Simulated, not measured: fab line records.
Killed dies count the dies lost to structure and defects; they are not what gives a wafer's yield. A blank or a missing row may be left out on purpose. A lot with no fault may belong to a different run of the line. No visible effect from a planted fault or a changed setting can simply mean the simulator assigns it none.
A lot that was struck, set against a sound lot | flow nand-harc | 14 steps out of a route of 1302
Sound: the wafers L255.2, L255.3, L255.6. Struck: wafer L266.2 (L266.3, L266.5, from the same lot, were not struck and are left out); the cause is given at the end.
Each step with rows lists, per side, the tool, then ch with its chambers, then its first start. Under that, the readings that differ: sound wafers | struck wafers | difference of the means | sigmas: that difference in standard deviations of wafers without a fault.
alike: readings with means less than 2 such deviations apart, plus words and numbers identical on both sides. not compared: withheld readings, readings lacking a value on some wafer, bounds such as >300 that could conceal the same value, and numbers that have no deviation in the record and whose values overlap.
The two part at a step that has a row with sigmas, a row that says differs or no value, or rows on one side only. Numbers that have no deviation but don't overlap get no sigmas and don't part them. A reading missing from all wafers of one side parts the sides only when that side holds two or more wafers.

NHARC_A_CHANNEL_HOLE_D2_CD_MEAS_31:
  sound: cd-sem-01 at day 14 11:53; struck: cd-sem-02 at day 19 01:58
  alike: cd-nm
next, for these wafers, 1 step has no rows: NHARC_A_CHANNEL_HOLE_D2_XSEM_32.
NHARC_A_CHANNEL_HOLE_D2_INSPECT_40:
  sound: defect-inspect-02 at day 14 12:04; struck: defect-inspect-01 at day 19 02:09
  alike: raw-defect-count
then, 2 steps without rows for these wafers: NHARC_A_CHANNEL_FILL_D2_PRECLEAN_00 (cleans in SC1); NHARC_A_CHANNEL_FILL_D2_SRD_01.
NHARC_A_CHANNEL_FILL_D2_ALD_02: deposits SiO2, target thk 6 nm, pulse time 10 s, ald cycles 60.
  sound on ald-hk-03 ch 0,1,3, day 14 12:16; struck on ald-hk-04 ch 3, day 19 02:25
  alike: heater-power-w, precursor-pulse-height-rel
NHARC_A_CHANNEL_FILL_D2_ALD_03: deposits SiNx, target thk 6 nm, pulse time 60 s, ald cycles 58.
  sound on ald-sin-batch-01 ch 0; struck on ald-sin-batch-03 ch 0
  alike: precursor-pulse-height-rel
then, 1 step without rows for these wafers: NHARC_A_CHANNEL_FILL_D2_ALD_14 (deposits SiO2, target thk 2.5 nm, pulse time 10 s, ald cycles 25).
NHARC_A_CHANNEL_FILL_D2_ALD_15: deposits SiNx, target thk 2 nm, pulse time 60 s, ald cycles 19.
  sound on ald-sin-batch-02 ch 0, day 14 22:08; struck on ald-sin-batch-01 ch 0
  alike: precursor-pulse-height-rel
NHARC_A_CHANNEL_FILL_D2_ALD_16: deposits SiO2, target thk 1.5 nm, pulse time 10 s, ald cycles 15.
  sound on ald-hk-03 ch 0,2,3, day 15 00:13; struck on ald-hk-04 ch 2, day 19 14:35
  alike: heater-power-w, precursor-pulse-height-rel
then, 2 steps without rows for these wafers: NHARC_A_CHANNEL_FILL_D2_ANNEAL_17 (time 1800 s); NHARC_A_CHANNEL_FILL_D2_CVD_18 (deposits poly-Si, target thk 3 nm).
NHARC_A_CHANNEL_FILL_D2_ETCHBACK_19: etches the open film in HBr/Cl2, target depth 5 nm, time 1.7 s.
  sound on rie-si-02 ch 0,2, day 15 12:41; struck on rie-si-03 ch 0, day 20 02:27
  reading               | sound             | struck | difference | sigmas
  oes-product-au (a.u.) | 1.007 1.022 1.008 | 0.691  | -0.321     | -23
  alike: drypump-motor-current-A, throttle-valve-pct
  not compared: rf-hours-counter-h
NHARC_A_CHANNEL_FILL_D2_ETCHBACK_20: etches the open film in C4F8/O2/Ar, target depth 27 nm, time 13.5 s.
  sound on rie-diel-12 ch 0,2,3, day 15 12:49; struck on rie-diel-11 ch 0, day 20 02:37
  alike: oes-product-au, rf-vpp-V
  not compared: rf-hours-counter-h

WHERE THEY PART
NHARC_A_CHANNEL_FILL_D2_ETCHBACK_19 only, going by this record. Later steps at which nothing parts them and some readings are alike: NHARC_A_CHANNEL_FILL_D2_ETCHBACK_20.

WHY: whatever the simulator had introduced
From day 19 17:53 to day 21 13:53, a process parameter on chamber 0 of rie-si-03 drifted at NHARC_A_CHANNEL_FILL_D2_ETCHBACK_19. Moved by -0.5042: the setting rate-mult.
